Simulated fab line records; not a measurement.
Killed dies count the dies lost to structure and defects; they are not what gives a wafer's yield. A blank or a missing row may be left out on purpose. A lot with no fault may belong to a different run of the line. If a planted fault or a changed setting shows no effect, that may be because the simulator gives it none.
Which of the tools did it? -- flow n5 finfet -- 8 lots, 23 wafers sampled, at 5 steps of a route of 1938

WHAT THE GAUGES READ, wafer by wafer
N5_BEOL_M4_RC_MEAS_101. Usual: DIBL_N 36.7 mV/V, standard deviation 2.6; DIBL_P 36.9 mV/V, standard deviation 2.8; IOFF_N 0.17 nA/um, standard deviation 0.043; IOFF_P 0.22 nA/um, standard deviation 0.05; ION_N 678 uA/um, standard deviation 15; ION_P 465 uA/um, standard deviation 9.2; SS_N 71.6 mV/dec, standard deviation 0.79; SS_P 73.5 mV/dec, standard deviation 0.82; VT_N 250 mV, standard deviation 3.9; VT_P -250 mV, standard deviation 3.7.
lot,measured,on,DIBL_N (mV/V),DIBL_P (mV/V),IOFF_N (nA/um),IOFF_P (nA/um),ION_N (uA/um),ION_P (uA/um),SS_N (mV/dec),SS_P (mV/dec),VT_N (mV),VT_P (mV),flag
L232,day 8 08:59,prober-01,34.5 37.9 41.6,35.8 39.5 44.6,0.14 0.19 0.29,0.18 0.24 0.33,677 684 692,468 463 466,71.0 72.8 73.9,73.3 74.0 74.8,251 251 246,-254 -250 -247,
L236,day 9 05:26,prober-01,35.0 36.3 37.1,34.6 36.8 37.3,0.14 0.15 0.18,0.17 0.19 0.20,680 682 694,466 467 468,70.4 71.4 71.7,72.9 72.9 72.9,250 250 247,-253 -254 -253,
L235,day 9 11:41,prober-02,38.1 42.1,38.5 42.8,0.20 0.29,0.25 0.36,699 692,474 471,71.1 72.5,74.4 75.2,247 242,-246 -243,
L240,day 11 02:17,prober-02,37.0 31.1 40.8,36.7 29.6 40.1,0.17 0.08 0.25,0.24 0.14 0.32,679 657 692,472 462 475,71.7 69.8 73.0,73.2 71.6 74.7,246 259 243,-244 -253 -241,
L247,day 11 23:57,prober-01,33.5 36.7 35.0,34.3 35.7 34.5,0.11 0.15 0.13,0.19 0.20 0.19,669 660 677,469 459 473,70.5 71.6 70.8,72.3 72.9 72.5,253 253 253,-251 -250 -250,
L249,day 12 08:43,prober-01,37.1 35.9 36.6,36.6 35.2 35.2,0.16 0.14 0.15,0.21 0.18 0.19,675 684 666,466 466 456,72.0 71.7 72.3,73.8 72.9 73.9,248 250 252,-248 -252 -251,
L255,day 13 21:44,prober-02,36.5 39.4 36.1,37.1 40.4 36.5,0.14 0.18 0.13,0.20 0.25 0.18,683 673 667,469 464 456,71.2 71.8 71.5,73.3 74.1 72.9,255 252 253,-253 -251 -253,
L253,day 14 22:46,prober-01,36.3 38.8 40.2,36.2 39.3 40.5,0.13 0.18 0.20,0.19 0.23 0.26,660 690 685,460 476 469,71.8 71.4 72.3,73.1 73.8 73.9,254 248 248,-255 -250 -250,

EACH LOT AND THE TOOL THAT RAN IT (in order: tool; ch and the chambers of the sampled wafers; start)
lot,N5_BEOL_M3_ETCH_74,N5_BEOL_M3_ETCH_77,N5_BEOL_M3_ETCH_70,N5_BEOL_M3_STRIP_36
L232,"rie diel-03 ch 1,3, day 7 11:32","rie diel-02 ch 0,1,2, day 7 12:25","rie diel-03 ch 0,1,2, day 7 12:41","rie diel-03 ch 0,1,2, day 7 12:50"
L236,"rie diel-04 ch 1,2,3, day 8 09:49","rie diel-02 ch 0,2,3, day 8 10:41","rie diel-03 ch 0,1,2, day 8 16:45","rie diel-03 ch 0,1,2, day 8 16:55"
L235,"rie diel-04 ch 2,3, day 8 10:15","rie diel-03 ch 0,3, day 8 11:14","rie diel-03 ch 2,3, day 8 17:16","rie diel-03 ch 2,3, day 8 17:24"
L240,"rie diel-02 ch 0,2,3, day 10 05:06","rie diel-02 ch 1,2,3, day 10 06:11","rie diel-03 ch 0,1,3, day 10 09:28","rie diel-03 ch 0,1,3, day 10 09:37"
L247,"rie diel-04 ch 0,1,3, day 10 23:25","rie diel-04 ch 1,2, day 11 00:31","rie diel-02 ch 0,1, day 11 02:32","rie diel-02 ch 0,1, day 11 02:42"
L249,"rie diel-04 ch 0,3, day 11 11:14","rie diel-03 ch 0,1,3, day 11 12:19","rie diel-04 ch 0,2,3, day 11 15:48","rie diel-04 ch 0,2,3, day 11 15:58"
L255,"rie diel-02 ch 0,2,3, day 13 04:22","rie diel-04 ch 1,3, day 13 05:17","rie diel-04 ch 0,2,3, day 13 07:46","rie diel-04 ch 0,2,3, day 13 07:55"
L253,"rie diel-03 ch 0,3, day 13 10:01","rie diel-04 ch 1,3, day 13 11:01","rie diel-03 ch 1,2, day 14 00:07","rie diel-03 ch 1,2, day 14 00:16"
- N5_BEOL_M3_ETCH_74: etches underlayer in N2/H2, target depth 6.5 nm, time 5.2 s.
- N5_BEOL_M3_ETCH_77: etches underlayer in N2/H2, target depth 6.5 nm, time 5.2 s.
- N5_BEOL_M3_ETCH_70: etches SOC in N2/H2, target depth 80 nm, overetch 16 nm, time 120 s.
- N5_BEOL_M3_STRIP_36: strips in N2/H2.

AS READ BY THE TOOLS THEMSELVES (means over the sampled wafers that have a number; for cases with no such wafer, the mark the record gives instead)
N5_BEOL_M3_ETCH_74. Usual: drypump motor current A 5.6 A, standard deviation 0.44; etch rf on time s 5.26 s, standard deviation 0.18; h2 flow sccm 200.0 sccm, standard deviation 0.56; oes product au 0.65 a.u., standard deviation 0.067; rf vpp V 524.3 V, standard deviation 2.2; showerhead plenum p Torr 2.56 Torr, standard deviation 0.071; throttle valve pct 17.92 %, standard deviation 0.28.
lot,tool,drypump motor current A (A),etch rf on time s (s),h2 flow sccm (sccm),oes product au (a.u.),rf vpp V (V),showerhead plenum p Torr (Torr),throttle valve pct (%),flag
L232,rie diel-03,5.6,5.28,200.2,0.72,524.4,2.53,17.96,
L236,rie diel-04,5.5,5.18,199.8,0.64,526.5,2.62,18.10,
L235,rie diel-04,5.4,5.14,200.4,0.65,526.7,2.67,17.88,
L240,rie diel-02,5.4,5.30,199.9,0.63,522.3,2.54,17.89,
L247,rie diel-04,5.6,5.47,200.1,0.58,523.5,2.60,18.29,
L249,rie diel-04,5.7,5.53,200.4,0.58,525.9,2.63,18.19,
L255,rie diel-02,5.4,5.19,199.6,0.70,523.5,2.53,17.74,
L253,rie diel-03,5.9,5.32,199.5,0.66,523.2,2.51,17.85,

N5_BEOL_M3_ETCH_77. Usual: drypump motor current A 5.6 A, standard deviation 0.39; etch rf on time s 5.26 s, standard deviation 0.19; h2 flow sccm 200.0 sccm, standard deviation 0.57; oes product au 0.66 a.u., standard deviation 0.074; rf vpp V 524.4 V, standard deviation 2.1; showerhead plenum p Torr 2.56 Torr, standard deviation 0.066; throttle valve pct 17.9 %, standard deviation 0.32.
lot,tool,drypump motor current A (A),etch rf on time s (s),h2 flow sccm (sccm),oes product au (a.u.),rf vpp V (V),showerhead plenum p Torr (Torr),throttle valve pct (%),flag
L232,rie diel-02,5.8,5.26,199.7,0.65,524.7,2.54,17.8,
L236,rie diel-02,5.4,5.28,199.8,0.64,523.8,2.54,17.9,
L235,rie diel-03,5.8,5.17,199.6,0.74,523.4,2.52,17.7,
L240,rie diel-02,5.7,5.19,207.5,0.62,524.5,2.57,18.1,OFF
L247,rie diel-04,5.7,5.32,200.1,0.61,523.8,2.58,18.3,
L249,rie diel-03,5.5,5.21,200.0,0.72,522.5,2.51,17.8,
L255,rie diel-04,5.4,5.31,199.9,0.57,523.9,2.60,18.2,
L253,rie diel-04,5.6,5.36,200.1,0.57,525.4,2.56,18.4,

N5_BEOL_M3_ETCH_70. Usual: drypump motor current A 5.6 A, standard deviation 0.41; h2 flow sccm 200.0 sccm, standard deviation 0.56; oes product au 0.60 a.u., standard deviation 0.062; rf vpp V 524.2 V, standard deviation 2.1; showerhead plenum p Torr 2.56 Torr, standard deviation 0.068; throttle valve pct 17.9 %, standard deviation 0.3.
lot,tool,drypump motor current A (A),h2 flow sccm (sccm),oes product au (a.u.),rf vpp V (V),showerhead plenum p Torr (Torr),throttle valve pct (%),flag
L232,rie diel-03,5.4,199.9,0.72,523.9,2.52,17.6,
L236,rie diel-03,5.4,200.1,0.69,523.5,2.52,17.6,
L235,rie diel-03,5.8,200.7,0.63,524.9,2.55,17.7,
L240,rie diel-03,5.5,199.6,0.66,522.3,2.51,17.8,
L247,rie diel-02,6.2,200.3,0.57,522.2,2.49,17.9,
L249,rie diel-04,5.6,200.0,0.56,526.6,2.65,18.0,
L255,rie diel-04,5.6,200.5,0.55,526.0,2.64,18.0,
L253,rie diel-03,5.4,200.2,0.63,523.4,2.51,17.6,

N5_BEOL_M3_STRIP_36. Usual: drypump motor current A 5.6 A, standard deviation 0.41; h2 flow sccm 200.0 sccm, standard deviation 0.55; oes product au 0.78 a.u., standard deviation 0.088; rf vpp V 59.3 V, standard deviation 1.5; showerhead plenum p Torr 2.55 Torr, standard deviation 0.068; throttle valve pct 23.7 %, standard deviation 0.44.
lot,tool,drypump motor current A (A),h2 flow sccm (sccm),oes product au (a.u.),rf vpp V (V),showerhead plenum p Torr (Torr),throttle valve pct (%),flag
L232,rie diel-03,5.4,199.4,0.95,59.6,2.52,23.3,
L236,rie diel-03,5.4,199.6,0.92,60.2,2.51,23.3,
L235,rie diel-03,5.8,200.4,0.82,59.4,2.54,23.4,
L240,rie diel-03,5.5,199.4,0.87,58.6,2.51,23.6,
L247,rie diel-02,6.2,199.8,0.72,59.1,2.49,24.0,
L249,rie diel-04,5.6,200.2,0.72,59.8,2.64,23.9,
L255,rie diel-04,5.6,200.3,0.71,58.3,2.64,23.9,
L253,rie diel-03,5.4,200.5,0.83,58.3,2.51,23.3,

THE ANSWER, worked out from the rows above alone
Rule: take the mean of a lot's wafers that have a number; if it is more than 3 standard deviations from the usual mean, the lot is off. A lot without any number at a reading at which 4 lots or more have one is off too. The other lots that the step has rows for count as sound. The gauges are gone through in route order, then the tools' own readings, and for those a lot's mean is taken as printed above. The first step at which some lot is off is used, and at that step the reading that is off furthest; a lot without a number counts as furthest.
Off: L240, at N5_BEOL_M3_ETCH_77 (h2 flow sccm).
A tool fits if, at that step or a process step before it, it ran every lot that is off, and no sound lot after the first of them. One candidate fits, namely rie diel-02 at N5_BEOL_M3_ETCH_77. A fault onset in the window from L236 (day 8 10:41, its last sound lot) to L240 (day 10 06:11, its first lot off) fits.
The tool's own readings at N5_BEOL_M3_ETCH_77 bear it out: on the lots that are off they differ by more than 5 times the standard deviation of the sound lots' means. h2 flow sccm reads 207.5 sccm there against 199.9 sccm on the sound lots.

WHAT THE SIMULATOR HAD PUT IN
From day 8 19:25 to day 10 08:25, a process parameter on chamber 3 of rie diel-02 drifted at N5_BEOL_M3_ETCH_77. A move of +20 in setting h2 flow sccm, from 200. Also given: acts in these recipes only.
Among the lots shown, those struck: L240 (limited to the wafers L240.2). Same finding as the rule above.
